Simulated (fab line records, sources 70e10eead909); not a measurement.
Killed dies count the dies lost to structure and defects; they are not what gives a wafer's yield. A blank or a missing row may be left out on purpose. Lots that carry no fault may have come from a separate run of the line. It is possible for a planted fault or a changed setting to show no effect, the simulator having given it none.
Chamber matching + flow nand harc + NHARC_P_GATE_DESCUM_13 on rie diel-05 has 4 sister chambers
The step chemistry O2, time 3 s. 4 wafers are shown with their chamber, then 8 later ones without.

## WAFERS WITH THEIR CHAMBER
| wafer  | chamber | showerhead plenum p Torr (Torr) |
|--------|---------|---------------------------------|
| L083.1 | 1       | 1.86                            |
| L083.3 | 2       | 1.78                            |
| L083.5 | 0       | 1.81                            |
| L084.1 | 3       | 1.87                            |

## WAFERS WITHOUT THEIR CHAMBER
| wafer  | showerhead plenum p Torr (Torr) |
|--------|---------------------------------|
| L084.5 | 1.87                            |
| L084.6 | 1.81                            |
| L087.1 | 1.86                            |
| L087.3 | 1.77                            |
| L087.5 | 1.86                            |
| L096.1 | 2.07                            |
| L096.2 | 1.85                            |
| L096.5 | 1.85                            |

## CHAMBER TAKEN BY EACH
| wafer  | from the rows above               | in truth |
|--------|-----------------------------------|----------|
| L084.5 | can't be placed: 3 or 1 or 0 or 2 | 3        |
| L084.6 | can't be placed: 0 or 2 or 1 or 3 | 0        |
| L087.1 | can't be placed: 1 or 3 or 0 or 2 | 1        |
| L087.3 | can't be placed: 2 or 0 or 1 or 3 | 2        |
| L087.5 | can't be placed: 1 or 3 or 0 or 2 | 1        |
| L096.1 | can't be placed: 3 or 1 or 0 or 2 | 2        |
| L096.2 | can't be placed: 1 or 3 or 0 or 2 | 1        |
| L096.5 | can't be placed: 1 or 3 or 0 or 2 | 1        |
Correct placement for 0 of the 8. These rows do not allow placing 8 (true chamber among the candidates in 8). Placed wrongly: 0.
How it was worked out, from the rows above alone: a wafer's distance from a chamber is the root of the sum, over the readings, of the square of ((its reading less the chamber's mean) divided by the reading's scatter). The wafer belongs to the nearest chamber; if the next one is less than 2 further off, it can't be placed. A chamber's mean is the mean of its shown wafers. The scatter (one wafer shown for each chamber): square how far every hidden wafer sits from the nearest shown wafer, average those squares and take the square root.
